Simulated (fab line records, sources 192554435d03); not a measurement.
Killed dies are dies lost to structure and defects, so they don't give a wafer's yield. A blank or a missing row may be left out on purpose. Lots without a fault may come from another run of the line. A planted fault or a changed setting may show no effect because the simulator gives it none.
fab line records | flow n5_finfet | part 1 of 2: steps 1 to 27 of 35
record lots=5 wafers=15 last_day=17
route steps=1938 shown BEOL_M1@824 BEOL_M2@841
lots that met no fault: from a run of the same line without faults
start_h: hours from the record's first day to the start of the lot's first wafer shown | wait_h: hours since the lot's step before | " the same as in the row above | L1.1+2: a row that stands for several wafers | - no value, or no start given | * or withheld: withheld | < > ~ a bound
route shown NAME@n: a module of which the file shows steps, and the number in the route of the first | usual: mean/standard deviation of fault-free wafers | same: alike in all rows | chamber/n: place in a boat | sites: the reading at each site | _std_site: their standard deviation | _edge_site: outer sites' mean less inner sites' | radius_mm: how far each site lies from the wafer's centre | mask NAME#n: copy n | behind: the tool/chamber that last shaped the wafer | hold: why the lot was held/for how many hours/how that ended | device: the transistor (n, p or np) that didn't switch | end of line: the same wafers' tests at the end of the route | a step without rows: its recipe alone | killed: dies lost to structure and defects at the first sort, not the wafer's yield | map: a wafer's dies, x killed, . not, _ none there
set.NAME: the setting as run; set.NAME@STEP: as run at that earlier step | model.NAME: the simulator's own value behind a step, which no gauge read
lots at some steps of the route; a table a step, a row a wafer
services: from which hour (start_h, from the record's first day; less than 0 if before it) a tool's chamber was out of use, for how many hours, and why
## steps
# step N5_BEOL_M1_SPUTTER_90
# recipe material=Cu target_thk_a=45 temp_c=-20 chamber_pressure_pa=0.07 power_w=withheld time_s=8.29
# usual throttle_valve_pct=30.3/1.2
# columns lot.wafer tool chamber start_h wait_h throttle_valve_pct
L077.1 pvd_sputter-01 - 152.00 0.1 30.0
L077.2 " - " " 30.9
L077.5 " - " " 29.9
L084.2 pvd_sputter-01 - 184.36 0.1 30.7
L084.3 " - " " 29.8
L084.4 " - " " 31.0
L087.1 pvd_sputter-03 - 207.51 0.1 29.1
L087.4 " - " " 31.2
L087.6 " - " " 29.9
L090.1 pvd_sputter-02 - 220.25 0.1 30.3
L090.4 " - " " 27.8
L090.6 " - " " 32.8
L094.2 pvd_sputter-01 - 245.38 0.1 29.7
L094.3 " - " " 30.6
L094.6 " - " " 29.8
# step N5_BEOL_M1_ANNEAL_91
# recipe temp_c=400 time_s=240 ambient=vacuum
# usual heater_power_w=848/96
# columns lot.wafer tool chamber start_h wait_h heater_power_w
L077.1 pvd_sputter-01 - 152.08 0.0 680
L077.2 " - " " 856
L077.5 " - " " 704
L084.2 pvd_sputter-01 - 184.44 0.0 878
L084.3 " - " " 793
L084.4 " - " " 866
L087.1 pvd_sputter-03 - 207.59 0.0 830
L087.4 " - " " 693
L087.6 " - " " 797
L090.1 pvd_sputter-02 - 220.33 0.0 798
L090.4 " - " " 854
L090.6 " - " " 1013
L094.2 pvd_sputter-01 - 245.46 0.0 810
L094.3 " - " " 855
L094.6 " - " " 691
# step N5_BEOL_M1_SPUTTER_92
# recipe material=Cu target_thk_a=45 temp_c=-20 chamber_pressure_pa=0.07 power_w=withheld time_s=8.29
# usual throttle_valve_pct=30.3/1.2
# columns lot.wafer tool chamber start_h wait_h throttle_valve_pct
L077.1 pvd_sputter-01 - 152.22 0.1 29.6
L077.2 " - " " 30.8
L077.5 " - " " 29.8
L084.2 pvd_sputter-01 - 184.58 0.1 30.5
L084.3 " - " " 29.7
L084.4 " - " " 30.8
L087.1 pvd_sputter-03 - 207.73 0.1 28.8
L087.4 " - " " 31.1
L087.6 " - " " 30.1
L090.1 pvd_sputter-02 - 220.47 0.1 30.2
L090.4 " - " " 28.1
L090.6 " - " " 33.1
L094.2 pvd_sputter-01 - 245.60 0.1 29.7
L094.3 " - " " 30.9
L094.6 " - " " 29.6
# step N5_BEOL_M1_ANNEAL_93
# recipe temp_c=400 time_s=240 ambient=vacuum
# usual heater_power_w=847/94
# columns lot.wafer tool chamber start_h wait_h heater_power_w
L077.1 pvd_sputter-01 - 152.30 0.0 698
L077.2 " - " " 867
L077.5 " - " " 676
L084.2 pvd_sputter-01 - 184.66 0.0 890
L084.3 " - " " 810
L084.4 " - " " 861
L087.1 pvd_sputter-03 - 207.81 0.0 845
L087.4 " - " " 713
L087.6 " - " " 796
L090.1 pvd_sputter-02 - 220.55 0.0 815
L090.4 " - " " 865
L090.6 " - " " 1008
L094.2 pvd_sputter-01 - 245.68 0.0 821
L094.3 " - " " 859
L094.6 " - " " 708
# step N5_BEOL_M1_SPUTTER_94
# recipe material=Cu target_thk_a=45 temp_c=-20 chamber_pressure_pa=0.07 power_w=withheld time_s=8.29
# usual throttle_valve_pct=30.3/1.3
# columns lot.wafer tool chamber start_h wait_h throttle_valve_pct
L077.1 pvd_sputter-01 - 152.44 0.1 29.6
L077.2 " - " " 30.8
L077.5 " - " " 29.5
L084.2 pvd_sputter-01 - 184.80 0.1 30.5
L084.3 " - " " 29.7
L084.4 " - " " 30.7
L087.1 pvd_sputter-03 - 207.95 0.1 29.0
L087.4 " - " " 31.0
L087.6 " - " " 30.1
L090.1 pvd_sputter-02 - 220.69 0.1 30.2
L090.4 " - " " 28.1
L090.6 " - " " 32.9
L094.2 pvd_sputter-01 - 245.82 0.1 29.7
L094.3 " - " " 30.8
L094.6 " - " " 29.9
# step N5_BEOL_M1_ANNEAL_95
# recipe temp_c=400 time_s=240 ambient=vacuum
# usual heater_power_w=847/95
# columns lot.wafer tool chamber start_h wait_h heater_power_w
L077.1 pvd_sputter-01 - 152.52 0.0 691
L077.2 " - " " 849
L077.5 " - " " 678
L084.2 pvd_sputter-01 - 184.88 0.0 866
L084.3 " - " " 813
L084.4 " - " " 844
L087.1 pvd_sputter-03 - 208.03 0.0 862
L087.4 " - " " 703
L087.6 " - " " 821
L090.1 pvd_sputter-02 - 220.77 0.0 823
L090.4 " - " " 860
L090.6 " - " " 1017
L094.2 pvd_sputter-01 - 245.90 0.0 823
L094.3 " - " " 861
L094.6 " - " " 704
# step N5_BEOL_M1_SPUTTER_96
# recipe material=Cu target_thk_a=45 temp_c=-20 chamber_pressure_pa=0.07 power_w=withheld time_s=8.29
# usual throttle_valve_pct=30.3/1.2
# columns lot.wafer tool chamber start_h wait_h throttle_valve_pct
L077.1 pvd_sputter-01 - 152.66 0.1 29.9
L077.2 " - " " 30.7
L077.5 " - " " 29.6
L084.2 pvd_sputter-01 - 185.02 0.1 30.5
L084.3 " - " " 29.6
L084.4 " - " " 30.5
L087.1 pvd_sputter-03 - 208.17 0.1 28.9
L087.4 " - " " 30.9
L087.6 " - " " 29.7
L090.1 pvd_sputter-02 - 220.91 0.1 30.0
L090.4 " - " " 28.0
L090.6 " - " " 33.0
L094.2 pvd_sputter-01 - 246.04 0.1 29.6
L094.3 " - " " 30.9
L094.6 " - " " 29.9
# step N5_BEOL_M1_ECD_50
# recipe material=Cu target_thk_a=3000
# columns lot.wafer tool chamber start_h wait_h
L077.1+2+5 ecd_cu-01 1,0,1 152.78 0.1
L084.2+3+4 ecd_cu-01 0,1,0 185.13 0.1
L087.1+4+6 ecd_cu-02 0,1,0 208.29 0.1
L090.1+4+6 ecd_cu-01 1 221.03 0.1
L094.2+3+6 ecd_cu-02 0,0,1 246.16 0.1
# step N5_BEOL_M1_ANNEAL_51
# recipe temp_c=225 time_s=90 ambient=N2
# usual anneal_temp_c=225.03/0.18 wafer_temp_C_max=225.86/0.23
# columns lot.wafer tool chamber start_h wait_h anneal_temp_c wafer_temp_C_max
L077.1 rtp_anneal-01 0 152.86 0.1 225.08 225.87
L077.2 " 0 " " 224.87 226.00
L077.5 " 0 " " 225.31 225.66
L084.2 rtp_anneal-02 0 185.35 0.2 225.19 225.71
L084.3 " 0 " " 225.06 225.55
L084.4 " 0 " " 224.89 225.79
L087.1 rtp_anneal-01 0 208.37 0.1 224.81 225.97
L087.4 " 0 " " 224.71 225.82
L087.6 " 0 " " 225.06 225.47
L090.1 rtp_anneal-01 0 221.11 0.1 224.93 225.99
L090.4 " 0 " " 224.88 225.73
L090.6 " 0 " " 225.01 225.69
L094.2 rtp_anneal-01 0 246.50 0.3 225.16 225.89
L094.3 " 0 " " 224.91 225.74
L094.6 " 0 " " 224.81 225.78
# step N5_BEOL_M1_CMP_52
# recipe stop_on=SiOC t_overpolish_s=6.8 down_force_psi=1 platen_rpm=50 clearing_platen_down_force_psi=1.5 clearing_platen_rpm=50 post_cmp_clean=cu_alkaline target_thk_nm=40 clearing_platen_pad_velocity_m_s=0.99484 pad_velocity_m_s=0.99484
# usual barrier_field_endpoint_s=24.9/0.53 clearing_platen_down_force_psi=1.500/0.0032 head_pressure_psi=1.0001/0.0021 motor_current_A=5.9/0.72 overpolish_run_s=6.799/0.0087 time_to_endpoint_s=63.4/2.3
# columns lot.wafer tool chamber start_h wait_h barrier_field_endpoint_s clearing_platen_down_force_psi head_pressure_psi motor_current_A overpolish_run_s time_to_endpoint_s
L077.2 cmp-04 0 153.16 0.2 24.5 1.499 1.0048 5.4 6.801 63.4
L077.1 " 2 " " 24.3 1.502 0.9967 7.1 6.801 64.3
L077.5 " 1 " " 24.6 1.499 0.9982 6.1 6.812 61.5
L084.2 cmp-02 2 185.82 0.4 24.5 1.502 0.9998 5.8 6.794 60.2
L084.3 " 3 " " 24.7 1.497 0.9977 5.8 6.784 61.5
L084.4 " 0 " " 24.5 1.496 0.9987 6.5 6.801 59.9
L087.4 cmp-04 0 208.74 0.2 24.9 1.500 1.0011 5.4 6.790 62.0
L087.1 " 1 " " 24.2 1.505 0.9972 6.5 6.797 65.5
L087.6 " 3 " " 24.3 1.493 1.0049 4.3 6.791 63.0
L090.1 cmp-02 3 221.44 0.3 25.1 1.498 0.9993 6.2 6.800 62.2
L090.4 " 0 " " 25.5 1.503 0.9998 6.5 6.795 61.9
L090.6 " 2 " " 25.6 1.504 0.9970 6.0 6.803 61.2
L094.3 cmp-02 1 246.79 0.2 25.0 1.500 1.0026 5.6 6.810 63.5
L094.2 " 2 " " 24.1 1.497 1.0020 5.8 6.798 60.0
L094.6 " 0 " " 24.6 1.499 1.0007 6.3 6.790 60.5
# step N5_BEOL_M1_THK_MEAS_53
# recipe thk_meas_gauge=xrf reads=Cu_of_BEOL_M1_ECD_50
# usual M1_THK=39.8/1.6
# columns lot.wafer tool chamber start_h wait_h M1_THK[nm]
L077.1 film_metro-02 - 153.45 - 39.6
L077.2 " - " " 38.6
L077.5 " - " " 42.3
L084.2 film_metro-01 - 186.12 - 37.4
L084.3 " - " " 37.3
L084.4 " - " " 37.7
L087.1 film_metro-01 - 208.96 - 40.6
L087.4 " - " " 41.0
L087.6 " - " " 41.0
L090.1 film_metro-01 - 221.70 - 36.5
L090.4 " - " " 37.7
L090.6 " - " " 39.7
L094.2 film_metro-01 - 247.05 - 35.9
L094.3 " - " " 38.6
L094.6 " - " " 37.7
# step N5_BEOL_M1_PRE_CLEAN_60
# recipe gas=NH3/H2 time_s=15 temp_c=* rf_power_w=300
# usual heater_power_w=99/25
# columns lot.wafer tool chamber start_h wait_h heater_power_w since_wet_clean_h
L077.1 cvd_co-01 2 153.49 0.0 89 235
L077.2 " 1 " " 149 1132
L077.5 " 2 " " 88 -
L084.2 cvd_co-02 0 186.16 0.0 79 946
L084.3 " 1 " " 83 49
L084.4 " 2 " " 112 -
L087.1 cvd_co-01 0 209.00 0.0 78 750
L087.4 " 2 " " 87 -
L087.6 " 1 " " 149 -
L090.1 cvd_co-02 2 221.74 0.0 111 522
L090.4 " 2 " " 112 -
L090.6 " 1 " " 86 -
L094.2 cvd_co-01 2 247.08 0.0 88 329
L094.3 " 0 " " 77 788
L094.6 " 0 " " 77 -
# step N5_BEOL_M1_CO_CAP_55
# recipe material=Co target_thk_a=20 temp_c=200 precursor=CCTBA/H2 pressure_torr=30 time_s=102.1
# usual heater_power_w=252/31
# columns lot.wafer tool chamber start_h wait_h heater_power_w since_wet_clean_h
L077.1 cvd_co-01 2 153.53 0.0 240 236
L077.2 " 1 " " 322 1132
L077.5 " 2 " " 237 -
L084.2 cvd_co-02 0 186.20 0.0 236 946
L084.3 " 1 " " 229 50
L084.4 " 2 " " 269 -
L087.1 cvd_co-01 0 209.04 0.0 220 750
L087.4 " 2 " " 240 -
L087.6 " 1 " " 311 -
L090.1 cvd_co-02 2 221.78 0.0 273 522
L090.4 " 2 " " 271 -
L090.6 " 1 " " 240 -
L094.2 cvd_co-01 2 247.12 0.0 241 329
L094.3 " 0 " " 222 788
L094.6 " 0 " " 226 -
# step N5_BEOL_M1_PRE_CLEAN_56
# recipe gas=NH3 time_s=15 temp_c=withheld rf_power_w=300
# columns lot.wafer tool chamber start_h wait_h since_wet_clean_h
L077.1 pecvd-04 1 153.62 0.1 1582
L077.2 " 0 " " 857
L077.5 " 2 " " -
L084.2 pecvd-04 2 186.29 0.1 543
L084.3 " 0 " " 890
L084.4 " 0 " " -
L087.1 pecvd-01 1 209.13 0.1 2001
L087.4 " 1 " " -
L087.6 " 2 " " -
L090.1 pecvd-01 2 221.87 0.1 534
L090.4 " 2 " " -
L090.6 " 0 " " -
L094.2 pecvd-03 1 247.21 0.1 1495
L094.3 " 0 " " 770
L094.6 " 2 " " -
# step N5_BEOL_M1_DEP_57
# recipe material=SiCN target_thk_a=80 temp_c=withheld precursor=3MS/NH3 pressure_torr=3 rf_w=202 time_s=14
# usual showerhead_plenum_p_Torr=3.655/0.011 throttle_valve_pct=9.0/0.66
# columns lot.wafer tool chamber start_h wait_h showerhead_plenum_p_Torr since_wet_clean_h throttle_valve_pct
L077.1 pecvd-04 1 153.64 0.0 3.646 1583 8.8
L077.2 " 0 " " 3.667 858 9.1
L077.5 " 2 " " 3.646 - 8.8
L084.2 pecvd-04 2 186.31 0.0 3.645 543 8.9
L084.3 " 0 " " 3.668 890 9.2
L084.4 " 0 " " 3.675 - 9.1
L087.1 pecvd-01 1 209.16 0.0 3.643 2001 8.6
L087.4 " 1 " " 3.640 - 9.2
L087.6 " 2 " " 3.671 - 7.8
L090.1 pecvd-01 2 221.89 0.0 3.672 534 8.2
L090.4 " 2 " " 3.660 - 8.2
L090.6 " 0 " " 3.646 - 9.6
L094.2 pecvd-03 1 247.24 0.0 3.655 1495 9.7
L094.3 " 0 " " 3.660 770 10.2
L094.6 " 2 " " 3.645 - 7.9
# step N5_BEOL_M1_RS_MEAS_58
# recipe thk_meas_gauge=four-point-probe reads=Co_of_BEOL_M1_CO_CAP_55+Cu_of_BEOL_M1_ECD_50+Co_of_BEOL_M1_CVD_47+TaN_of_BEOL_M1_ALD_84
# usual M1_RS=0.66/0.031
# columns lot.wafer tool chamber start_h wait_h M1_RS[ohm/sq]
L077.1 film_metro-02 - 153.71 0.0 0.68
L077.2 " - " " 0.70
L077.5 " - " " 0.62
L084.2 film_metro-01 - 186.38 0.1 0.72
L084.3 " - " " 0.72
L084.4 " - " " 0.71
L087.1 film_metro-02 - 209.22 0.0 0.65
L087.4 " - " " 0.64
L087.6 " - " " 0.64
L090.1 film_metro-01 - 221.97 0.1 0.73
L090.4 " - " " 0.70
L090.6 " - " " 0.65
L094.2 film_metro-01 - 247.31 0.1 0.74
L094.3 " - " " 0.68
L094.6 " - " " 0.70
# step N5_BEOL_M1_INSPECT_59
# recipe inspect_instrument=darkfield mode=post_dep
# usual raw_defect_count=74/29
# columns lot.wafer tool chamber start_h wait_h raw_defect_count
L077.1 defect_inspect-01 - 153.74 0.0 27
L077.2 " - " " 78
L077.5 " - " " 65
L084.2 defect_inspect-01 - 186.41 0.0 70
L084.3 " - " " 56
L084.4 " - " " 57
L087.1 defect_inspect-02 - 209.25 0.0 138
L087.4 " - " " 74
L087.6 " - " " 121
L090.1 defect_inspect-01 - 222.01 0.0 60
L090.4 " - " " 34
L090.6 " - " " 42
L094.2 defect_inspect-02 - 247.33 0.0 76
L094.3 " - " " 125
L094.6 " - " " 99
# step N5_BEOL_M2_ILD_DEP_00
# recipe material=SiOC target_thk_a=790 temp_c=350 precursor=DEMS/O2 pressure_torr=5 rf_w=500 time_s=15.3
# usual heater_power_w=493/93 showerhead_plenum_p_Torr=5.686/0.014 throttle_valve_pct=11.8/0.6
# columns lot.wafer tool chamber start_h wait_h heater_power_w showerhead_plenum_p_Torr since_wet_clean_h throttle_valve_pct
L077.1 pecvd-01 0 153.77 0.0 408 5.699 1220 12.8
L077.2 " 2 " " 508 5.711 466 11.0
L077.5 " 2 " " 507 5.695 - 10.4
L084.2 pecvd-01 2 186.44 0.0 516 5.698 499 10.8
L084.3 " 0 " " 443 5.661 1253 12.7
L084.4 " 1 " " 291 5.649 - 11.7
L087.1 pecvd-01 0 209.29 0.0 423 5.687 1276 12.7
L087.4 " 0 " " 415 5.680 - 12.8
L087.6 " 2 " " 426 5.687 - 10.6
L090.1 pecvd-04 1 222.04 0.0 519 5.658 1651 11.5
L090.4 " 2 " " 616 5.668 - 11.7
L090.6 " 0 " " 491 5.709 - 12.0
L094.2 pecvd-01 0 247.37 0.0 441 5.671 1314 12.9
L094.3 " 1 " " 370 5.668 2039 11.8
L094.6 " 0 " " 438 5.678 - 12.9
# step N5_BEOL_M2_THK_MEAS_01
# recipe reads=SiOC_of_BEOL_M2_ILD_DEP_00
# usual M2_ILD_THK=78.4/0.9
# columns lot.wafer tool chamber start_h wait_h M2_ILD_THK[nm]
L077.1 film_metro-02 - 153.84 0.0 77.2
L077.2 " - " " 78.0
L077.5 " - " " 79.1
L084.2 film_metro-02 - 186.51 0.1 77.1
L084.3 " - " " 75.9
L084.4 " - " " 77.9
L087.1 film_metro-01 - 209.35 0.0 77.2
L087.4 " - " " 78.6
L087.6 " - " " 80.3
L090.1 film_metro-01 - 222.11 0.0 78.6
L090.4 " - " " 78.8
L090.6 " - " " 79.0
L094.2 film_metro-01 - 247.44 0.1 78.2
L094.3 " - " " 77.3
L094.6 " - " " 80.3
# step N5_BEOL_M2_PECVD_72
# recipe material=SiO2 target_thk_a=160 temp_c=400 precursor=TEOS/O2 pressure_torr=5.5 rf_w=450 teos_flow_sccm=53.8 gas=O2 flow_sccm=3000 time_s=18
# usual heater_power_w=739/120 showerhead_plenum_p_Torr=8.75/0.054 throttle_valve_pct=22.1/0.95
# columns lot.wafer tool chamber start_h wait_h heater_power_w showerhead_plenum_p_Torr since_wet_clean_h throttle_valve_pct
L077.1 pecvd-04 0 153.88 0.0 822 8.80 858 22.6
L077.2 " 1 " " 863 8.74 1583 21.5
L077.5 " 2 " " 814 8.67 - 21.5
L084.2 pecvd-02 0 186.55 0.0 780 8.77 1072 22.9
L084.3 " 1 " " 652 8.75 1797 22.8
L084.4 " 2 " " 953 8.80 - 21.8
L087.1 pecvd-04 0 209.39 0.0 803 8.82 913 22.6
L087.4 " 0 " " 811 8.81 - 22.9
L087.6 " 2 " " 830 8.69 - 21.8
L090.1 pecvd-01 1 222.15 0.0 526 8.67 2014 21.8
L090.4 " 1 " " 511 8.68 - 21.9
L090.6 " 0 " " 615 8.73 - 23.7
L094.2 pecvd-04 2 247.47 0.0 957 8.68 604 22.2
L094.3 " 1 " " 834 8.73 1676 21.6
L094.6 " 1 " " 826 8.73 - 21.3
# step N5_BEOL_M2_HM_DEP_02
# recipe material=TiN target_thk_a=200 temp_c=25 chamber_pressure_pa=0.49996
# usual throttle_valve_pct=30.3/1.2
# columns lot.wafer tool chamber start_h wait_h throttle_valve_pct
L077.1 pvd_sputter-03 - 155.89 2.0 30.1
L077.2 " - " " 31.0
L077.5 " - " " 31.1
L084.2 pvd_sputter-02 - 187.28 0.7 32.9
L084.3 " - " " 30.2
L084.4 " - " " 28.0
L087.1 pvd_sputter-02 - 211.12 1.7 32.9
L087.4 " - " " 28.2
L087.6 " - " " 28.0
L090.1 pvd_sputter-01 - 222.63 0.5 29.8
L090.4 " - " " 30.7
L090.6 " - " " 30.8
L094.2 pvd_sputter-02 - 249.06 1.6 30.8
L094.3 " - " " 27.9
L094.6 " - " " 30.4
# step N5_BEOL_M2_COAT_61
# recipe resist=SOC temp_c=250 time_s=60 spin_rpm=1500 resist_thk_nm=60
# columns lot.wafer tool chamber start_h wait_h
L077.1+2+5 litho_track-02 0 156.02 0.1
L084.2+3+4 litho_track-05 0 187.41 0.1
L087.1+4+6 litho_track-01 0 211.24 0.1
L090.1+4+6 litho_track-02 0 222.76 0.1
L094.2+3+6 litho_track-05 0 249.18 0.1
# step N5_BEOL_M2_COAT_62
# recipe resist=SiARC temp_c=220 time_s=60 spin_rpm=1500 resist_thk_nm=12
# columns lot.wafer tool chamber start_h wait_h
L077.1+2+5 litho_track-02 0 - -
L084.2+3+4 litho_track-05 0 - -
L087.1+4+6 litho_track-01 0 - -
L090.1+4+6 litho_track-02 0 - -
L094.2+3+6 litho_track-05 0 - -
# step N5_BEOL_M2_COAT_73
# recipe resist=underlayer temp_c=205 time_s=60 spin_rpm=1500 resist_thk_nm=5
# columns lot.wafer tool chamber start_h wait_h
L077.1+2+5 litho_track-02 0 - -
L084.2+3+4 litho_track-05 0 - -
L087.1+4+6 litho_track-01 0 - -
L090.1+4+6 litho_track-02 0 - -
L094.2+3+6 litho_track-05 0 - -
# step N5_BEOL_M2_COAT_05
# recipe resist=CAR-EUV spin_rpm=1500 resist_thk_nm=30
# columns lot.wafer tool chamber start_h wait_h
L077.1+2+5 litho_track-02 0 - -
L084.2+3+4 litho_track-05 0 - -
L087.1+4+6 litho_track-01 0 - -
L090.1+4+6 litho_track-02 0 - -
L094.2+3+6 litho_track-05 0 - -
# step N5_BEOL_M2_EBR_07
# recipe solvent=PGMEA ebr_width_mm=1.5
# columns lot.wafer tool chamber start_h wait_h
L077.1+2+5 litho_track-02 0 - -
L084.2+3+4 litho_track-05 0 - -
L087.1+4+6 litho_track-01 0 - -
L090.1+4+6 litho_track-02 0 - -
L094.2+3+6 litho_track-05 0 - -
# step N5_BEOL_M2_SOFTBAKE_06
# recipe temp_c=110 time_s=60 resist=CAR-EUV
# columns lot.wafer tool chamber start_h wait_h
L077.1+2+5 litho_track-02 0 - -
L084.2+3+4 litho_track-05 0 - -
L087.1+4+6 litho_track-01 0 - -
L090.1+4+6 litho_track-02 0 - -
L094.2+3+6 litho_track-05 0 - -
